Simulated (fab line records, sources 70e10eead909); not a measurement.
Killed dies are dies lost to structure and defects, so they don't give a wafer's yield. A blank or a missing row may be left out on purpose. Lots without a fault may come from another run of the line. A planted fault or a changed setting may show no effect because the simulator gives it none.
Which tool did it? | flow nand_harc | 14 lots, 40 wafers sampled, at 5 steps of a route of 1159

WHAT THE GAUGES READ, wafer by wafer
NHARC_THIN_TSV_CD_MEAS_33: target cd 5000 nm. Usual: cd_nm 5000.3 nm, standard deviation 2.1.
lot  | measured     | on        | cd_nm (nm)           | flag
L701 | day 19 15:57 | cd_sem-03 | 5001.5 5002.3 5001.4 |
L702 | day 20 04:47 | cd_sem-02 | 4999.3 5000.9 4996.9 |
L704 | day 19 23:42 | cd_sem-03 | 5002.3 5000.0 4998.9 |
L703 | day 19 22:35 | cd_sem-03 | 4999.4 4999.6 4999.8 |
L705 | day 20 22:52 | cd_sem-01 | 5002.3 4999.4 5001.5 |
L706 | day 20 13:31 | cd_sem-03 | 4998.1 5003.4 5001.4 |
L707 | day 21 10:31 | cd_sem-01 | 5003.4 5001.0 5001.4 |
L712 | day 21 20:48 | cd_sem-01 | 5002.1               |
L710 | day 21 19:42 | cd_sem-01 | 5004.0               |
L718 | day 23 04:46 | cd_sem-02 | 4997.9 4997.2 4997.5 |
L719 | day 23 10:13 | cd_sem-03 | 4999.7 5000.4 4998.1 |
L720 | day 23 18:10 | cd_sem-03 | 5000.3 5000.5 4999.6 |
L722 | day 24 12:23 | cd_sem-01 | 5001.0 5000.4 4999.7 |
L724 | day 24 13:31 | cd_sem-02 | 4996.9 4999.4 5001.4 |

NHARC_END_SORT_01. Usual: killed_at_array 28, standard deviation 10; killed_at_other 0.5, standard deviation 0.82; killed_at_periphery 3.4, standard deviation 2.2; killed_dies 31, standard deviation 10; killed_open 3.4, standard deviation 1.9; killed_short 1.9, standard deviation 1.3.
lot  | measured     | on        | killed_at_array | killed_at_other | killed_at_periphery | killed_dies | killed_open | killed_short | flag
L701 | day 20 03:33 | prober-01 | 18 21 18        | 0 0 3           | 2 5 3               | 20 26 24    | 3 1 2       | 2 2 3        |
L702 | day 20 17:59 | prober-02 | 16 25 24        | 0 0 0           | 6 6 3               | 22 31 27    | 4 6 3       | 2 3 2        |
L704 | day 20 16:45 | prober-01 | 15 23 14        | 0 0 1           | 4 3 4               | 19 26 19    | 2 3 2       | 3 1 3        |
L703 | day 20 11:52 | prober-02 | 17 21 23        | 1 0 0           | 8 9 9               | 26 30 32    | 2 3 5       | 0 0 1        |
L705 | day 21 10:34 | prober-01 | 34 27 19        | 2 1 1           | 3 7 6               | 39 35 26    | 4 4 3       | 4 4 0        |
L706 | day 21 00:33 | prober-01 | 23 27 30        | 0 0 0           | 4 5 5               | 27 32 35    | 3 5 4       | 2 1 2        |
L707 | day 21 21:05 | prober-02 | 18 18 11        | 0 0 0           | 4 0 2               | 22 18 13    | 4 5 3       | 2 1 3        |
L712 | day 22 04:23 | prober-01 | 38 677          | 0 0             | 2 0                 | 40 677      | 5 0         | 0 3          | OFF
L710 | day 22 11:26 | prober-02 | 24 670          | 0 1             | 3 6                 | 27 677      | 3 6         | 1 0          | OFF
L718 | day 23 19:26 | prober-02 | 34 37 37        | 0 0 0           | 2 8 2               | 36 45 39    | 7 5 4       | 1 3 5        |
L719 | day 23 17:34 | prober-01 | 48 44 48        | 0 0 0           | 4 2 1               | 52 46 49    | 3 2 1       | 2 1 4        |
L720 | day 24 09:18 | prober-01 | 16 13 14        | 0 0 0           | 2 1 2               | 18 14 16    | 2 1 1       | 3 4 1        |
L722 | day 24 22:44 | prober-02 | 50 33 57        | 1 3 2           | 2 3 2               | 53 39 61    | 3 2 5       | 2 3 1        |
L724 | day 25 00:58 | prober-01 | 28 46 39        | 2 0 2           | 5 1 3               | 35 47 44    | 6 2 5       | 3 3 1        |

WHICH TOOL RAN EACH LOT (tool, then ch and the chambers of the sampled wafers, then the start)
lot  | NHARC_A_SGD_CUT_DEP_00          | NHARC_THIN_TSV_CMP_21         | NHARC_THIN_TSV_ETCH_59
L701 | pecvd-02 ch 0,1,2, day 13 14:35 | cmp-04 ch 0,1, day 19 14:19   | rie_metal-02 ch 0,1, day 19 16:20
L702 | pecvd-04 ch 0,2, day 14 10:47   | cmp-02 ch 1,2,3, day 20 03:15 | rie_metal-02 ch 0,1, day 20 05:07
L704 | pecvd-02 ch 1,2, day 14 10:47   | cmp-02 ch 0,2,3, day 19 22:05 | rie_metal-01 ch 0,1, day 19 23:59
L703 | pecvd-03 ch 0,1,2, day 14 11:07 | cmp-01 ch 0,1,2, day 19 21:04 | rie_metal-02 ch 0,1, day 19 22:59
L705 | pecvd-03 ch 0,1,2, day 14 20:57 | cmp-01 ch 0,1, day 20 21:16   | rie_metal-02 ch 0,1, day 20 23:15
L706 | pecvd-02 ch 0,1,2, day 14 21:17 | cmp-04 ch 1,2,3, day 20 11:55 | rie_metal-01 ch 0,1, day 20 13:49
L707 | pecvd-02 ch 0,1, day 15 12:19   | cmp-04 ch 1,2,3, day 21 08:58 | rie_metal-02 ch 0,1, day 21 10:56
L712 | pecvd-02 ch 1, day 16 12:35     | cmp-02 ch 2, day 21 19:19     | rie_metal-03 ch 0, day 21 21:08
L710 | pecvd-02 ch 0,1, day 16 13:23   | cmp-01 ch 3, day 21 18:08     | rie_metal-01 ch 0, day 21 20:01
L718 | pecvd-03 ch 0,1,2, day 17 13:24 | cmp-02 ch 1,2,3, day 23 03:11 | rie_metal-03 ch 0,1, day 23 05:07
L719 | pecvd-04 ch 0,1, day 18 09:04   | cmp-04 ch 0,1,3, day 23 08:37 | rie_metal-03 ch 0,1, day 23 10:29
L720 | pecvd-03 ch 1,2, day 18 19:34   | cmp-01 ch 1,2,3, day 23 16:34 | rie_metal-03 ch 0,1, day 23 18:27
L722 | pecvd-04 ch 0,1,2, day 19 03:22 | cmp-04 ch 1,2,3, day 24 10:54 | rie_metal-01 ch 0,1, day 24 12:45
L724 | pecvd-03 ch 0,1,2, day 19 22:27 | cmp-02 ch 1,2,3, day 24 12:02 | rie_metal-01 ch 0,1, day 24 13:49
- NHARC_A_SGD_CUT_DEP_00: deposits SiNx, target thk 50 nm.
- NHARC_THIN_TSV_CMP_21: polishes, t overpolish 30 s, target thk 2000 nm.
- NHARC_THIN_TSV_ETCH_59: etches the open film in Cl2/BCl3, target depth 880 nm, time 138.1 s.

WHAT THE TOOLS THEMSELVES READ (means of the sampled wafers that have a number; where no wafer has one, the mark that the record gives instead)
NHARC_A_SGD_CUT_DEP_00. Usual: heater_power_w 685 W, standard deviation 87.
lot  | tool     | heater_power_w (W) | flag
L701 | pecvd-02 | 651                |
L702 | pecvd-04 | 733                |
L704 | pecvd-02 | 726                |
L703 | pecvd-03 | 765                |
L705 | pecvd-03 | 700                |
L706 | pecvd-02 | 665                |
L707 | pecvd-02 | 632                |
L712 | pecvd-02 | 670                |
L710 | pecvd-02 | 593                |
L718 | pecvd-03 | 715                |
L719 | pecvd-04 | 717                |
L720 | pecvd-03 | 717                |
L722 | pecvd-04 | 716                |
L724 | pecvd-03 | 696                |

NHARC_THIN_TSV_CMP_21. Usual: motor_current_A 12.3 A, standard deviation 1.2; overpolish_run_s 30.000 s, standard deviation 0.0084.
lot  | tool   | motor_current_A (A) | overpolish_run_s (s) | flag
L701 | cmp-04 | 12.1                | 29.997               |
L702 | cmp-02 | 11.2                | 29.994               |
L704 | cmp-02 | 12.0                | 30.003               |
L703 | cmp-01 | 13.0                | 30.001               |
L705 | cmp-01 | 13.3                | 30.001               |
L706 | cmp-04 | 13.4                | 30.009               |
L707 | cmp-04 | 13.2                | 30.006               |
L712 | cmp-02 | 11.5                | 29.984               |
L710 | cmp-01 | 10.9                | 30.000               |
L718 | cmp-02 | 11.5                | 29.997               |
L719 | cmp-04 | 13.1                | 29.996               |
L720 | cmp-01 | 11.8                | 29.996               |
L722 | cmp-04 | 13.0                | 30.007               |
L724 | cmp-02 | 11.8                | 29.999               |

NHARC_THIN_TSV_ETCH_59. Usual: bias_w 100.1 W, standard deviation 0.31; chamber_pressure_mTorr 10.000 mTorr, standard deviation 0.0092; drypump_motor_current_A 5.6 A, standard deviation 0.36; oes_product_au 0.999 a.u., standard deviation 0.0099; throttle_valve_pct 22.264 %, standard deviation 0.0086.
lot  | tool         | bias_w (W) | chamber_pressure_mTorr (mTorr) | drypump_motor_current_A (A) | oes_product_au (a.u.) | throttle_valve_pct (%) | flag
L701 | rie_metal-02 | 100.2      | 9.994                          | 5.2                         | 1.006                 | 22.266                 |
L702 | rie_metal-02 | 99.7       | 10.003                         | 5.2                         | 1.005                 | 22.260                 |
L704 | rie_metal-01 | 100.1      | 10.006                         | 5.9                         | 0.999                 | 22.267                 |
L703 | rie_metal-02 | 100.0      | 9.998                          | 5.2                         | 0.999                 | 22.269                 |
L705 | rie_metal-02 | 100.0      | 10.000                         | 5.2                         | 1.004                 | 22.267                 |
L706 | rie_metal-01 | 99.9       | 9.991                          | 5.8                         | 0.997                 | 22.264                 |
L707 | rie_metal-02 | 99.9       | 9.999                          | 5.2                         | 1.003                 | 22.268                 |
L712 | rie_metal-03 | 100.4      | 9.994                          | 5.9                         | 0.986                 | 22.258                 |
L710 | rie_metal-01 | 100.3      | 9.999                          | 6.1                         | 0.995                 | 22.266                 |
L718 | rie_metal-03 | 100.1      | 9.998                          | 5.8                         | 0.995                 | 22.271                 |
L719 | rie_metal-03 | 100.4      | 10.002                         | 5.6                         | 0.990                 | 22.260                 |
L720 | rie_metal-03 | 99.8       | 9.999                          | 5.6                         | 1.004                 | 22.267                 |
L722 | rie_metal-01 | 99.7       | 9.996                          | 5.9                         | 1.014                 | 22.265                 |
L724 | rie_metal-01 | 100.0      | 10.001                         | 6.0                         | 1.007                 | 22.268                 |

THE ANSWER, worked out from the rows above alone
Rule: a lot is off if the mean of its wafers that have a number lies more than 3 standard deviations from the usual mean. A lot without any number at a reading at which 4 lots or more have one is off too. The other lots that the step has rows for count as sound. The gauges are gone through in route order, then the tools' own readings, and for those a lot's mean is taken as printed above. The first step at which some lot is off is used, and at that step the reading that is off furthest; a lot without a number counts as furthest.
Off: L712, L710, at NHARC_END_SORT_01 (killed_at_array).
A tool fits if, at a process step before that reading, it ran every lot that is off, and no sound lot after the first of them. The gauges at NHARC_END_SORT_01 are tried like those tools. One fits: pecvd-02 at NHARC_A_SGD_CUT_DEP_00. Its last sound lot is L707 (day 15 12:19), its first lot that is off L712 (day 16 12:35): a fault that began between those two fits.

WHAT THE SIMULATOR HAD PUT IN
Process parameter drift: pecvd-02, from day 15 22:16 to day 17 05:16, at NHARC_A_SGD_CUT_DEP_00. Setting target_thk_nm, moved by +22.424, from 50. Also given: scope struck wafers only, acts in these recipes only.
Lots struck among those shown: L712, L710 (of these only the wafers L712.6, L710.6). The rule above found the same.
